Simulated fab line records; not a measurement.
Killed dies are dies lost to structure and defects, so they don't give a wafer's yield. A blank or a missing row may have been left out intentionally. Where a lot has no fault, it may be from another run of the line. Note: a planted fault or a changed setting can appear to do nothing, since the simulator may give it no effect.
Which of the tools did it?	flow nand-harc	72 wafers from 24 lots sampled at 6 of the route's 1159 steps

== WHAT THE GAUGES SHOWED, per wafer ==
No reading from a measuring or inspecting step in the record can be judged against a usual standard deviation.

== TOOL THAT RAN EACH LOT (tool first, then ch and the chambers of the sampled wafers, then the start) ==
lot	NHARC_A_CONTACT_DEP_58	NHARC_A_CONTACT_ETCH_75	NHARC_A_CONTACT_ETCH_129	NHARC_A_CONTACT_ETCH_131	NHARC_A_CONTACT_ETCH_88	NHARC_A_CONTACT_CVD_19
L074	pecvd-01 ch 1,2, day 16 16:43	rie-diel-12 ch 1,2,3, day 16 17:41	har-cap-etch-01 ch 0,1, day 16 20:56	har-cap-etch-01 ch 0,1, day 16 21:14	rie-diel-11 ch 1,2,3, day 17 01:44	cvd-w-02 ch 0,1, no start
L077	pecvd-01 ch 0,1, day 16 18:26	rie-diel-11 ch 0,2, day 16 19:25	har-cap-etch-02 ch 0, day 16 21:17	har-cap-etch-02 ch 0, day 16 21:34	rie-diel-13 ch 0,2,3, day 17 02:20	cvd-w-02 ch 0,1, no start
L075	pecvd-03 ch 0,2, day 16 21:55	rie-diel-11 ch 0,1,2, day 16 23:03	har-cap-etch-01 ch 0,1, day 17 01:02	har-cap-etch-01 ch 0,1, day 17 01:19	rie-diel-11 ch 0,2,3, day 17 05:44	cvd-w-01 ch 0,1, no start
L076	pecvd-03 ch 1,2, day 17 02:14	rie-diel-11 ch 0,1,2, day 17 03:14	har-cap-etch-03 ch 0, day 17 05:02	har-cap-etch-03 ch 0, day 17 05:19	rie-diel-12 ch 0,1,3, day 17 10:59	cvd-w-01 ch 0, no start
L078	pecvd-03 ch 1,2, day 17 07:05	rie-diel-11 ch 0,2, day 17 07:58	har-cap-etch-01 ch 0,1, day 17 10:05	har-cap-etch-01 ch 0,1, day 17 10:22	rie-diel-12 ch 0,1,3, day 17 14:39	cvd-w-01 ch 1, no start
L079	pecvd-04 ch 0,1, day 18 05:39	rie-diel-11 ch 1,2,3, day 18 06:38	har-cap-etch-02 ch 0,1, day 18 08:33	har-cap-etch-02 ch 0,1, day 18 08:50	rie-diel-13 ch 0,1,3, day 18 16:50	cvd-w-01 ch 0,1, no start
L084	pecvd-03 ch 0,1,2, day 18 11:56	rie-diel-11 ch 2,3, day 18 12:58	har-cap-etch-03 ch 0,1, day 18 14:49	har-cap-etch-03 ch 0,1, day 18 15:05	rie-diel-11 ch 0,2, day 18 21:38	cvd-w-01 ch 0,1, no start
L080	pecvd-04 ch 1,2, day 18 18:03	rie-diel-13 ch 1,2, day 18 19:00	har-cap-etch-02 ch 0,1, day 18 20:52	har-cap-etch-02 ch 0,1, day 18 21:08	rie-diel-12 ch 0,1, day 19 06:42	cvd-w-01 ch 0,1, no start
L082	pecvd-03 ch 1,2, day 18 22:33	rie-diel-12 ch 0,2,3, day 18 23:26	har-cap-etch-02 ch 0,1, day 19 01:32	har-cap-etch-02 ch 0,1, day 19 01:55	rie-diel-11 ch 0,2,3, day 19 08:37	cvd-w-02 ch 0,1, no start
L083	pecvd-04 ch 0,1,2, day 19 00:20	rie-diel-12 ch 0,2, day 19 01:20	har-cap-etch-01 ch 0,1, day 19 03:08	har-cap-etch-01 ch 0,1, day 19 03:25	rie-diel-11 ch 1,2, day 19 10:27	cvd-w-01 ch 0,1, no start
L081	pecvd-03 ch 1,2, day 19 04:20	rie-diel-13 ch 0,2,3, day 19 05:13	har-cap-etch-03 ch 0,1, day 19 07:15	har-cap-etch-03 ch 0,1, day 19 07:32	rie-diel-11 ch 1,2,3, day 19 11:52	cvd-w-01 ch 0,1, no start
L085	pecvd-03 ch 1,2, day 19 11:30	rie-diel-13 ch 0,1, day 19 12:40	har-cap-etch-03 ch 0,1, day 19 14:32	har-cap-etch-03 ch 0,1, day 19 14:49	rie-diel-11 ch 1,2,3, day 19 20:11	cvd-w-02 ch 0,1, no start
L086	pecvd-01 ch 0,1,2, day 19 12:34	rie-diel-11 ch 1,3, day 19 13:35	har-cap-etch-01 ch 0,1, day 19 15:25	har-cap-etch-01 ch 0,1, day 19 15:41	rie-diel-13 ch 1,3, day 19 20:22	cvd-w-01 ch 0,1, no start
L087	pecvd-01 ch 0,1,2, day 19 15:45	rie-diel-12 ch 0,2,3, day 19 16:52	har-cap-etch-02 ch 0,1, day 19 18:53	har-cap-etch-02 ch 0,1, day 19 19:10	rie-diel-11 ch 2,3, day 19 23:40	cvd-w-02 ch 0,1, no start
L088	pecvd-01 ch 0,1,2, day 20 01:15	rie-diel-12 ch 1,2, day 20 02:13	har-cap-etch-01 ch 0,1, day 20 04:05	har-cap-etch-01 ch 0,1, day 20 04:23	rie-diel-12 ch 0,1, day 20 09:16	cvd-w-01 ch 0,1, no start
L089	pecvd-04 ch 0,1,2, day 20 14:58	rie-diel-11 ch 0,1,2, day 20 15:56	har-cap-etch-01 ch 0,1, day 20 17:46	har-cap-etch-01 ch 0,1, day 20 18:02	rie-diel-13 ch 1,2,3, day 21 02:13	cvd-w-02 ch 0,1, no start
L091	pecvd-01 ch 0,1,2, day 20 15:04	rie-diel-13 ch 0,1,2, day 20 16:06	har-cap-etch-02 ch 0,1, day 20 19:15	har-cap-etch-02 ch 0,1, day 20 19:32	rie-diel-13 ch 0,1,3, day 21 03:26	cvd-w-02 ch 0,1, no start
L090	pecvd-01 ch 1,2, day 20 20:45	rie-diel-11 ch 0,1,2, day 20 21:44	har-cap-etch-02 ch 0,1, day 20 23:34	har-cap-etch-02 ch 0,1, day 20 23:51	rie-diel-11 ch 2,3, day 21 06:53	cvd-w-02 ch 0,1, no start
L092	pecvd-01 ch 0,2, day 20 22:28	rie-diel-11 ch 0,3, day 20 23:27	har-cap-etch-03 ch 0,1, day 21 01:31	har-cap-etch-03 ch 0,1, day 21 01:47	rie-diel-12 ch 0,1, day 21 08:35	cvd-w-02 ch 0,1, no start
L093	pecvd-01 ch 0,1, day 21 04:10	rie-diel-11 ch 0,1,2, day 21 05:19	har-cap-etch-03 ch 0,1, day 21 07:25	har-cap-etch-03 ch 0,1, day 21 07:42	rie-diel-11 ch 0,1,2, day 21 12:35	cvd-w-01 ch 0,1, no start
L094	pecvd-04 ch 0,1,2, day 21 04:35	rie-diel-11 ch 1,2, day 21 05:44	har-cap-etch-01 ch 0,1, day 21 07:56	har-cap-etch-01 ch 0,1, day 21 08:14	rie-diel-12 ch 1,2,3, day 21 14:01	cvd-w-01 ch 0,1, no start
L095	pecvd-04 ch 0,2, day 22 08:53	rie-diel-11 ch 2,3, day 22 09:54	har-cap-etch-02 ch 0,1, day 22 11:44	har-cap-etch-02 ch 0,1, day 22 12:01	rie-diel-12 ch 0,1,3, day 22 20:11	cvd-w-01 ch 0,1, no start
L097	pecvd-03 ch 0,1, day 22 10:47	rie-diel-11 ch 2,3, day 22 11:46	har-cap-etch-01 ch 0, day 22 13:46	har-cap-etch-01 ch 0, day 22 14:04	rie-diel-11 ch 0,3, day 22 20:19	cvd-w-02 ch 0,1, no start
L096	pecvd-03 ch 0,1,2, day 22 14:13	rie-diel-11 ch 1,2,3, day 22 15:04	har-cap-etch-03 ch 0,1, day 22 16:52	har-cap-etch-03 ch 0,1, day 22 17:08	rie-diel-11 ch 0,2,3, day 22 21:55	cvd-w-01 ch 0,1, no start
- NHARC_A_CONTACT_DEP_58: deposits SiON, target thk 60 nm.
- NHARC_A_CONTACT_ETCH_75: etches the open film in CF4, target depth 39 nm, time 65 s.
- NHARC_A_CONTACT_ETCH_129: etches the open film in C4F8/O2/Ar, time 155 s, target depth 956 nm.
- NHARC_A_CONTACT_ETCH_131: etches the open film in C4F8/O2/Ar, time 155 s, target depth 956 nm.
- NHARC_A_CONTACT_ETCH_88: etches the open film in CF4, target depth 39 nm, time 65 s.
- NHARC_A_CONTACT_CVD_19: deposits W, target thk 300 nm, time 802 s.

== WHAT THE TOOLS THEMSELVES READ (means of the sampled wafers that have a number; where no wafer has one, the mark that the record gives instead) ==
NHARC_A_CONTACT_DEP_58. Usual: heater-power-w 762 W, standard deviation 69; rf-fwd-power-W 348.6 W, standard deviation 1.1.
lot	tool	heater-power-w (W)	rf-fwd-power-W (W)	flag
L074	pecvd-01	695	349.3	
L077	pecvd-01	738	348.2	
L075	pecvd-03	749	348.0	
L076	pecvd-03	902	349.2	
L078	pecvd-03	882	348.4	
L079	pecvd-04	713	347.9	
L084	pecvd-03	825	347.5	
L080	pecvd-04	730	347.8	
L082	pecvd-03	850	349.2	
L083	pecvd-04	721	348.5	
L081	pecvd-03	830	349.1	
L085	pecvd-03	872	349.6	
L086	pecvd-01	722	348.5	
L087	pecvd-01	749	348.7	
L088	pecvd-01	729	349.4	
L089	pecvd-04	659	348.4	
L091	pecvd-01	777	349.0	
L090	pecvd-01	770	348.3	
L092	pecvd-01	723	349.2	
L093	pecvd-01	763	348.5	
L094	pecvd-04	730	347.7	
L095	pecvd-04	702	348.8	
L097	pecvd-03	806	348.7	
L096	pecvd-03	803	348.1	

NHARC_A_CONTACT_ETCH_75. Usual: drypump-motor-current-A 5.9 A, standard deviation 0.62; oes-product-au 0.999 a.u., standard deviation 0.016; rf-fwd-power-W 297.5 W, standard deviation 1.2; rf-vpp-V 151.2 V, standard deviation 1.3; showerhead-plenum-p-Torr 1.76 Torr, standard deviation 0.078; throttle-valve-pct 13.285 %, standard deviation 0.0095.
lot	tool	drypump-motor-current-A (A)	oes-product-au (a.u.)	rf-fwd-power-W (W)	rf-vpp-V (V)	showerhead-plenum-p-Torr (Torr)	throttle-valve-pct (%)	flag
L074	rie-diel-12	6.0	1.003	297.5	149.9	1.67	13.286	
L077	rie-diel-11	5.5	0.989	296.9	151.9	1.82	13.281	
L075	rie-diel-11	5.8	0.982	297.9	151.9	1.79	13.286	
L076	rie-diel-11	5.8	0.983	296.9	152.1	1.79	13.280	
L078	rie-diel-11	5.2	0.981	297.6	150.5	1.77	13.281	
L079	rie-diel-11	5.9	0.995	297.9	151.3	1.74	13.288	
L084	rie-diel-11	5.3	0.991	298.2	151.1	1.72	13.286	
L080	rie-diel-13	6.0	1.018	297.4	150.7	1.70	13.294	
L082	rie-diel-12	5.7	1.003	297.6	150.8	1.73	13.287	
L083	rie-diel-12	5.5	1.011	297.6	152.1	1.81	13.283	
L081	rie-diel-13	6.1	1.013	296.6	151.4	1.78	13.283	
L085	rie-diel-13	5.4	1.012	298.2	152.2	1.85	13.274	
L086	rie-diel-11	6.5	1.006	297.7	151.1	1.76	13.282	
L087	rie-diel-12	5.8	1.009	297.5	150.6	1.73	13.283	
L088	rie-diel-12	6.1	1.007	296.8	149.6	1.67	13.285	
L089	rie-diel-11	5.8	0.979	297.5	151.1	1.78	13.296	
L091	rie-diel-13	5.7	1.011	296.9	153.4	1.87	13.278	
L090	rie-diel-11	5.8	0.981	297.0	151.8	1.78	13.282	
L092	rie-diel-11	6.2	1.008	296.8	150.9	1.77	13.290	
L093	rie-diel-11	5.8	0.982	296.9	151.4	1.78	13.283	
L094	rie-diel-11	6.0	0.984	298.8	151.1	1.75	13.285	
L095	rie-diel-11	5.3	0.988	298.5	150.5	1.71	13.274	
L097	rie-diel-11	5.8	1.004	299.0	151.4	1.72	13.278	
L096	rie-diel-11	5.9	1.001	297.9	152.0	1.73	13.291	

NHARC_A_CONTACT_ETCH_129. Usual: oes-air-line-au 1.003 a.u., standard deviation 0.021.
lot	tool	oes-air-line-au (a.u.)	flag
L074	har-cap-etch-01	1.013	
L077	har-cap-etch-02	0.998	
L075	har-cap-etch-01	1.017	
L076	har-cap-etch-03	0.975	
L078	har-cap-etch-01	1.001	
L079	har-cap-etch-02	1.012	
L084	har-cap-etch-03	1.006	
L080	har-cap-etch-02	1.018	
L082	har-cap-etch-02	0.999	
L083	har-cap-etch-01	1.005	
L081	har-cap-etch-03	0.987	
L085	har-cap-etch-03	1.013	
L086	har-cap-etch-01	1.022	
L087	har-cap-etch-02	1.024	
L088	har-cap-etch-01	0.995	
L089	har-cap-etch-01	0.981	
L091	har-cap-etch-02	1.016	
L090	har-cap-etch-02	1.000	
L092	har-cap-etch-03	1.002	
L093	har-cap-etch-03	1.006	
L094	har-cap-etch-01	0.986	
L095	har-cap-etch-02	0.988	
L097	har-cap-etch-01	1.016	
L096	har-cap-etch-03	1.002	

NHARC_A_CONTACT_ETCH_131. Usual: oes-air-line-au 1.003 a.u., standard deviation 0.02.
lot	tool	oes-air-line-au (a.u.)	flag
L074	har-cap-etch-01	0.990	
L077	har-cap-etch-02	0.972	
L075	har-cap-etch-01	1.018	
L076	har-cap-etch-03	1.001	
L078	har-cap-etch-01	1.023	
L079	har-cap-etch-02	1.013	
L084	har-cap-etch-03	1.003	
L080	har-cap-etch-02	0.987	
L082	har-cap-etch-02	0.995	
L083	har-cap-etch-01	0.987	
L081	har-cap-etch-03	1.017	
L085	har-cap-etch-03	0.997	
L086	har-cap-etch-01	0.984	
L087	har-cap-etch-02	0.996	
L088	har-cap-etch-01	1.011	
L089	har-cap-etch-01	1.011	
L091	har-cap-etch-02	1.008	
L090	har-cap-etch-02	1.026	
L092	har-cap-etch-03	1.014	
L093	har-cap-etch-03	1.001	
L094	har-cap-etch-01	1.007	
L095	har-cap-etch-02	1.010	
L097	har-cap-etch-01	1.011	
L096	har-cap-etch-03	0.993	

NHARC_A_CONTACT_ETCH_88. Usual: drypump-motor-current-A 5.9 A, standard deviation 0.59; oes-product-au 1.000 a.u., standard deviation 0.017; rf-fwd-power-W 297.3 W, standard deviation 1.3; rf-vpp-V 151.2 V, standard deviation 1.3; showerhead-plenum-p-Torr 1.76 Torr, standard deviation 0.082; throttle-valve-pct 13.284 %, standard deviation 0.0098.
lot	tool	drypump-motor-current-A (A)	oes-product-au (a.u.)	rf-fwd-power-W (W)	rf-vpp-V (V)	showerhead-plenum-p-Torr (Torr)	throttle-valve-pct (%)	flag
L074	rie-diel-11	5.9	0.997	298.8	151.1	1.74	13.285	
L077	rie-diel-13	6.1	1.007	297.6	151.2	1.78	13.284	
L075	rie-diel-11	5.7	0.988	296.9	151.3	1.77	13.287	
L076	rie-diel-12	5.7	1.002	298.0	150.7	1.75	13.279	
L078	rie-diel-12	5.7	1.009	297.6	150.9	1.75	13.286	
L079	rie-diel-13	5.7	1.013	297.2	152.9	1.84	13.294	
L084	rie-diel-11	5.5	0.978	296.5	151.7	1.81	13.289	
L080	rie-diel-12	5.4	1.020	298.4	151.1	1.83	13.286	
L082	rie-diel-11	5.7	0.990	296.9	151.3	1.77	13.281	
L083	rie-diel-11	5.4	0.982	297.8	152.0	1.73	13.272	
L081	rie-diel-11	5.9	0.998	298.8	150.4	1.74	13.279	
L085	rie-diel-11	5.9	0.992	298.0	151.5	1.74	13.288	
L086	rie-diel-13	6.0	1.010	297.7	152.1	1.82	13.280	
L087	rie-diel-11	5.3	0.987	297.1	150.0	1.72	13.291	
L088	rie-diel-12	5.4	1.009	297.9	151.4	1.82	13.289	
L089	rie-diel-13	6.0	1.016	296.3	152.5	1.85	13.291	
L091	rie-diel-13	5.7	1.016	297.1	152.1	1.84	13.275	
L090	rie-diel-11	5.8	1.004	298.5	151.9	1.72	13.280	
L092	rie-diel-12	5.7	1.014	296.9	150.2	1.75	13.284	
L093	rie-diel-11	5.8	0.987	297.0	151.5	1.78	13.284	
L094	rie-diel-12	6.1	0.996	297.0	149.6	1.66	13.276	
L095	rie-diel-12	5.7	1.003	296.6	151.5	1.74	13.275	
L097	rie-diel-11	6.0	0.999	295.3	151.6	1.81	13.292	
L096	rie-diel-11	5.7	0.986	297.7	151.2	1.76	13.282	

NHARC_A_CONTACT_CVD_19. Usual: heater-power-w 455 W, standard deviation 21; throttle-valve-pct 7.7 %, standard deviation 0.41.
lot	tool	heater-power-w (W)	throttle-valve-pct (%)	flag
L074	cvd-w-02	472	7.9	
L077	cvd-w-02	470	7.8	
L075	cvd-w-01	454	7.9	
L076	cvd-w-01	446	7.3	
L078	cvd-w-01	444	7.8	
L079	cvd-w-01	444	7.5	
L084	cvd-w-01	450	7.6	
L080	cvd-w-01	455	7.5	
L082	cvd-w-02	471	8.0	
L083	cvd-w-01	444	7.7	
L081	cvd-w-01	447	7.6	
L085	cvd-w-02	471	7.9	
L086	cvd-w-01	446	7.7	
L087	cvd-w-02	472	7.9	
L088	cvd-w-01	452	7.6	
L089	cvd-w-02	476	8.0	
L091	cvd-w-02	476	7.8	
L090	cvd-w-02	453	7.5	
L092	cvd-w-02	452	7.6	
L093	cvd-w-01	450	7.8	
L094	cvd-w-01	444	7.7	
L095	cvd-w-01	450	7.7	
L097	cvd-w-02	457	7.7	
L096	cvd-w-01	445	7.9	

== THE ANSWER, worked out from the rows above alone ==
Rule: a lot counts as off when the mean over its wafers that have a number is more than 3 standard deviations away from the usual mean. A lot without any number at a reading at which 4 lots or more have one is off too. The other lots that the step has rows for count as sound. After the gauges, taken in route order, come the tools' own readings; for these a lot's mean is taken, as printed above. The first step at which some lot is off is used, and at that step the reading that is off furthest; a lot without a number counts as furthest.
No lot is off at any reading shown: from this, nothing can be told.

== WHAT THE SIMULATOR PUT IN ==
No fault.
